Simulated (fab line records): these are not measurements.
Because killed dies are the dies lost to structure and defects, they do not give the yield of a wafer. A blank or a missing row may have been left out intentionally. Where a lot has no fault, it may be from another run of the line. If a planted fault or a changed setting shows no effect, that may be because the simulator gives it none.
Matching of chambers	flow nand harc	4 sister chambers for NHARC_P_M1_ETCH_35 on rie diel-01
The step etches the open film in N2/H2, target depth 40 nm, overetch 12 nm, time 43.94 s. 4 wafers are shown with their chamber, then 10 later ones without.

## WAFERS WITH THEIR CHAMBER
wafer	chamber	drypump motor current A (A)
L087.1	1	5.1
L087.6	2	6.6
L087.2	3	6.0
L087.3	0	6.1

## WAFERS WITHOUT THEIR CHAMBER
wafer	drypump motor current A (A)
L087.5	6.0
L088.3	6.1
L088.4	5.1
L088.5	5.1
L088.1	6.0
L088.2	6.5
L088.6	6.1
L095.1	6.1
L095.5	6.0
L095.6	5.1

## THE CHAMBER EACH PASSED THROUGH
wafer	from the rows above	in truth
L087.5	3	3
L088.3	0	0
L088.4	1	1
L088.5	1	1
L088.1	3	3
L088.2	2	2
L088.6	0	0
L095.1	0	0
L095.5	3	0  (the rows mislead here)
L095.6	1	1
Correctly placed: 9 of 10. Can't be placed from these rows: 0. Placed wrongly: 1.
How it was worked out, from the rows above alone: a wafer's distance from a chamber is the root of the sum, over the readings, of the square of ((its reading less the chamber's mean) divided by the reading's scatter). If the next closest chamber is less than 2 further off than the closest, the wafer can't be placed; otherwise it belongs to the closest. For every chamber, the mean is computed from those of its wafers that are shown. The scatter: with one shown wafer a chamber, the root of the mean of the squares of how far each hidden wafer lies from its nearest shown one.
